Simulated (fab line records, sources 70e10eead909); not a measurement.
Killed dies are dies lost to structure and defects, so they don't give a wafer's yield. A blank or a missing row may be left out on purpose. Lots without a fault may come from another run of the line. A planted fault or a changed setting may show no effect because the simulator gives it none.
Which tool did it? | flow nand_harc | 24 lots, 72 wafers sampled, at 4 steps of a route of 1302

WHAT THE GAUGES READ, wafer by wafer
NHARC_A_CONTACT_CD_MEAS_80. Usual: cd_nm 289.7 nm, standard deviation 0.82.
lot  | measured     | on        | cd_nm (nm)        | flag
L074 | day 22 08:26 | cd_sem-01 | 290.5 289.9 289.5 |
L076 | day 22 21:43 | cd_sem-02 | 289.1 289.1 290.4 |
L077 | day 23 00:05 | cd_sem-02 | 290.4 289.9 290.7 |
L075 | day 23 05:06 | cd_sem-01 | 289.9 289.7 289.7 |
L078 | day 23 05:55 | cd_sem-01 | 291.1 290.0 291.0 |
L079 | day 23 13:56 | cd_sem-03 | 290.6 289.7 290.3 |
L080 | day 24 10:39 | cd_sem-02 | 287.9 288.3 288.0 |
L082 | day 25 10:26 | cd_sem-03 | 289.2 290.4 289.0 |
L081 | day 25 12:16 | cd_sem-02 | 288.6 290.2 289.4 |
L085 | day 26 12:00 | cd_sem-02 | 289.2 288.3 289.5 |
L084 | day 26 15:51 | cd_sem-01 | 289.5 289.6 289.7 |
L083 | day 26 17:52 | cd_sem-02 | 290.3 290.3 290.7 |
L086 | day 27 08:41 | cd_sem-02 | 289.6 289.9 289.4 |
L087 | day 27 12:28 | cd_sem-02 | 290.1 290.1 289.3 |
L088 | day 27 18:23 | cd_sem-01 | 290.4 291.0 290.6 |
L089 | day 27 21:01 | cd_sem-03 | 290.4 290.6 290.1 |
L090 | day 28 23:22 | cd_sem-01 | 290.5 290.2 291.1 |
L092 | day 29 03:42 | cd_sem-02 | 288.2 289.1 289.6 |
L091 | day 29 08:44 | cd_sem-01 | 291.3 289.9 290.7 |
L093 | day 30 08:46 | cd_sem-01 | 290.0 289.9 290.2 |
L094 | day 30 13:29 | cd_sem-02 | 289.7 290.2 289.4 |
L095 | day 30 14:38 | cd_sem-01 | 288.3 288.6 288.3 |
L096 | day 30 16:35 | cd_sem-02 | 289.8 291.2 290.3 |
L097 | day 31 14:12 | cd_sem-01 | 290.3 289.2 288.9 |

WHICH TOOL RAN EACH LOT (tool, then ch and the chambers of the sampled wafers, then the start)
lot  | NHARC_A_CONTACT_ETCH_78                       | NHARC_A_CONTACT_ETCH_124             | NHARC_A_CONTACT_ETCH_131
L074 | rie_diel-01 ch 1,2,3, day 22 05:51 or earlier | har_cap_etch-03 ch 0,1, day 22 05:51 | har_cap_etch-03 ch 0,1, day 22 07:06
L076 | rie_diel-01 ch 0,2,3, day 22 19:06 or earlier | har_cap_etch-03 ch 0,1, day 22 19:06 | har_cap_etch-03 ch 0,1, day 22 20:21
L077 | rie_diel-05 ch 0,1,3, day 22 21:32 or earlier | har_cap_etch-02 ch 0,1, day 22 21:32 | har_cap_etch-02 ch 0,1, day 22 22:47
L075 | rie_diel-12 ch 0,3, day 23 02:29 or earlier   | har_cap_etch-03 ch 0, day 23 02:29   | har_cap_etch-03 ch 0, day 23 03:44
L078 | rie_diel-01 ch 1,2,3, day 23 03:05 or earlier | har_cap_etch-02 ch 1, day 23 03:05   | har_cap_etch-02 ch 1, day 23 04:20
L079 | rie_diel-01 ch 0,2,3, day 23 11:20 or earlier | har_cap_etch-02 ch 0,1, day 23 11:20 | har_cap_etch-02 ch 0,1, day 23 12:36
L080 | rie_diel-05 ch 0,2, day 24 05:15 or earlier   | har_cap_etch-03 ch 0,1, day 24 05:15 | har_cap_etch-03 ch 0,1, day 24 06:31
L082 | rie_diel-01 ch 0,1,2, day 25 07:50 or earlier | har_cap_etch-02 ch 0,1, day 25 07:50 | har_cap_etch-02 ch 0,1, day 25 09:05
L081 | rie_diel-01 ch 0,1,3, day 25 09:38 or earlier | har_cap_etch-01 ch 0,1, day 25 09:38 | har_cap_etch-01 ch 0,1, day 25 10:53
L085 | rie_diel-01 ch 0,1,3, day 26 09:26 or earlier | har_cap_etch-01 ch 0,1, day 26 09:26 | har_cap_etch-01 ch 0,1, day 26 10:41
L084 | rie_diel-01 ch 0,1,2, day 26 13:14 or earlier | har_cap_etch-01 ch 1, day 26 13:14   | har_cap_etch-01 ch 1, day 26 14:29
L083 | rie_diel-12 ch 0,2,3, day 26 15:14 or earlier | har_cap_etch-02 ch 0,1, day 26 15:14 | har_cap_etch-02 ch 0,1, day 26 16:30
L086 | rie_diel-05 ch 2,3, day 27 06:03 or earlier   | har_cap_etch-02 ch 0,1, day 27 06:03 | har_cap_etch-02 ch 0,1, day 27 07:18
L087 | rie_diel-01 ch 1,3, day 27 09:53 or earlier   | har_cap_etch-02 ch 0,1, day 27 09:53 | har_cap_etch-02 ch 0,1, day 27 11:08
L088 | rie_diel-01 ch 1,2,3, day 27 15:05 or earlier | har_cap_etch-03 ch 0,1, day 27 15:05 | har_cap_etch-03 ch 0,1, day 27 16:46
L089 | rie_diel-12 ch 0,1,3, day 27 18:27 or earlier | har_cap_etch-01 ch 0,1, day 27 18:27 | har_cap_etch-01 ch 0,1, day 27 19:43
L090 | rie_diel-01 ch 1,2,3, day 28 20:46 or earlier | har_cap_etch-01 ch 0,1, day 28 20:46 | har_cap_etch-01 ch 0,1, day 28 22:02
L092 | rie_diel-01 ch 0,2,3, day 29 01:05 or earlier | har_cap_etch-03 ch 0,1, day 29 01:05 | har_cap_etch-03 ch 0,1, day 29 02:21
L091 | rie_diel-05 ch 0,1,3, day 29 06:04 or earlier | har_cap_etch-02 ch 0,1, day 29 06:04 | har_cap_etch-02 ch 0,1, day 29 07:20
L093 | rie_diel-01 ch 0,2, day 30 06:08 or earlier   | har_cap_etch-03 ch 0,1, day 30 06:08 | har_cap_etch-03 ch 0,1, day 30 07:24
L094 | rie_diel-01 ch 0,3, day 30 10:53 or earlier   | har_cap_etch-02 ch 0,1, day 30 10:53 | har_cap_etch-02 ch 0,1, day 30 12:08
L095 | rie_diel-01 ch 0,1,3, day 30 12:04 or earlier | har_cap_etch-01 ch 0,1, day 30 12:04 | har_cap_etch-01 ch 0,1, day 30 13:19
L096 | rie_diel-01 ch 2,3, day 30 13:58 or earlier   | har_cap_etch-03 ch 0, day 30 13:58   | har_cap_etch-03 ch 0, day 30 15:13
L097 | rie_diel-01 ch 0,1,3, day 31 11:38 or earlier | har_cap_etch-03 ch 0,1, day 31 11:38 | har_cap_etch-03 ch 0,1, day 31 12:54
- NHARC_A_CONTACT_ETCH_78: etches the open film in O2/COS, target depth 5300 nm, time 1378 s.
- NHARC_A_CONTACT_ETCH_124: etches the open film in C4F8/O2/Ar, time 140 s, target depth 700 nm.
- NHARC_A_CONTACT_ETCH_131: etches the open film in C4F8/O2/Ar, time 197 s, target depth 1918 nm.

WHAT THE TOOLS THEMSELVES READ (means of the sampled wafers that have a number; where no wafer has one, the mark that the record gives instead)
NHARC_A_CONTACT_ETCH_78. Usual: drypump_motor_current_A 5.6 A, standard deviation 0.45; oes_product_au 1.002 a.u., standard deviation 0.012; rf_vpp_V 315.0 V, standard deviation 1.3; showerhead_plenum_p_Torr 3.18 Torr, standard deviation 0.081; throttle_valve_pct 28.330 %, standard deviation 0.0082.
lot  | tool        | drypump_motor_current_A (A) | oes_product_au (a.u.) | rf_vpp_V (V) | showerhead_plenum_p_Torr (Torr) | throttle_valve_pct (%) | flag
L074 | rie_diel-01 | 5.7                         | 1.004                 | 315.0        | 3.23                            | 28.332                 |
L076 | rie_diel-01 | 5.8                         | 1.018                 | 314.8        | 3.20                            | 28.335                 |
L077 | rie_diel-05 | 5.8                         | 1.001                 | 314.6        | 3.12                            | 28.331                 |
L075 | rie_diel-12 | 5.4                         | 0.999                 | 314.2        | 3.14                            | 28.334                 |
L078 | rie_diel-01 | 5.7                         | 1.013                 | 314.9        | 3.22                            | 28.337                 |
L079 | rie_diel-01 | 5.7                         | 1.001                 | 316.2        | 3.20                            | 28.330                 |
L080 | rie_diel-05 | 5.7                         | 1.010                 | 313.5        | 3.11                            | 28.329                 |
L082 | rie_diel-01 | 5.6                         | 0.997                 | 315.8        | 3.23                            | 28.330                 |
L081 | rie_diel-01 | 5.3                         | 0.999                 | 314.9        | 3.19                            | 28.336                 |
L085 | rie_diel-01 | 5.3                         | 0.998                 | 315.7        | 3.18                            | 28.333                 |
L084 | rie_diel-01 | 5.6                         | 0.992                 | 315.5        | 3.23                            | 28.327                 |
L083 | rie_diel-12 | 5.5                         | 1.000                 | 314.8        | 3.14                            | 28.333                 |
L086 | rie_diel-05 | 5.7                         | 0.994                 | 315.6        | 3.23                            | 28.319                 |
L087 | rie_diel-01 | 5.2                         | 1.005                 | 314.6        | 3.20                            | 28.333                 |
L088 | rie_diel-01 | 5.6                         | 1.005                 | 315.7        | 3.22                            | 28.328                 |
L089 | rie_diel-12 | 5.8                         | 0.997                 | 314.2        | 3.10                            | 28.328                 |
L090 | rie_diel-01 | 5.7                         | 1.000                 | 315.5        | 3.21                            | 28.329                 |
L092 | rie_diel-01 | 5.8                         | 1.002                 | 315.5        | 3.19                            | 28.330                 |
L091 | rie_diel-05 | 5.8                         | 0.991                 | 313.7        | 3.10                            | 28.324                 |
L093 | rie_diel-01 | 5.7                         | 0.996                 | 315.5        | 3.20                            | 28.325                 |
L094 | rie_diel-01 | 5.5                         | 1.011                 | 314.0        | 3.14                            | 28.329                 |
L095 | rie_diel-01 | 5.3                         | 1.014                 | 314.7        | 3.17                            | 28.334                 |
L096 | rie_diel-01 | 5.8                         | 1.006                 | 316.1        | 3.17                            | 28.338                 |
L097 | rie_diel-01 | 5.3                         | 0.995                 | 315.6        | 3.17                            | 28.328                 |

THE ANSWER, worked out from the rows above alone
Rule: a lot is off if the mean of its wafers that have a number lies more than 3 standard deviations from the usual mean. A lot without any number at a reading at which 4 lots or more have one is off too. The other lots that the step has rows for count as sound. The gauges are gone through in route order, then the tools' own readings, and for those a lot's mean is taken as printed above. The first step at which some lot is off is used, and at that step the reading that is off furthest; a lot without a number counts as furthest.
No lot is off at any reading shown: from this, nothing can be told.

WHAT THE SIMULATOR HAD PUT IN
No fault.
